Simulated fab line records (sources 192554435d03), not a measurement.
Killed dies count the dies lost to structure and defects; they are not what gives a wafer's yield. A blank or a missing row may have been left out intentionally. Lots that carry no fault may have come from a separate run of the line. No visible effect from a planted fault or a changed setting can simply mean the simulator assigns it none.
Matching of chambers ; flow n5-finfet ; 3 sister chambers for N5_BEOL_M14_DEP_53 on pecvd-02
The step deposits SiCN from 3MS/NH3, target thk 50 nm, time 17.8 s. 3 wafers are shown with their chamber, then 8 later ones without.

WAFERS WITH THEIR CHAMBER
wafer;chamber;throttle-valve-pct (%)
L080.5;1;17.6
L091.3;2;16.5
L095.1;0;16.7

WAFERS WITH NO CHAMBER GIVEN
wafer;throttle-valve-pct (%)
L095.4;16.6
L095.6;17.8
L092.2;16.9
L092.5;16.9
L092.6;17.7
L096.3;17.6
L096.4;17.7
L096.5;16.9

EACH ONE'S CHAMBER
wafer;from the rows above;in truth
L095.4;can't be placed: 0 or 2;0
L095.6;1;1
L092.2;can't be placed: 0 or 2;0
L092.5;can't be placed: 0 or 2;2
L092.6;1;1
L096.3;1;1
L096.4;1;1
L096.5;can't be placed: 0 or 2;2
Correctly placed: 4 of 8. These rows do not allow placing 4 (true chamber among the candidates in 4). 0 placed wrongly.
How it was worked out, from the rows above alone: a wafer's distance from a chamber is the root of the sum, over the readings, of the square of ((its reading less the chamber's mean) divided by the reading's scatter). If the next closest chamber is less than 2 further off than the closest, the wafer can't be placed; otherwise it belongs to the closest. Each chamber's mean is taken over the wafers shown for it. The scatter: with one shown wafer a chamber, the root of the mean of the squares of how far each hidden wafer lies from its nearest shown one.
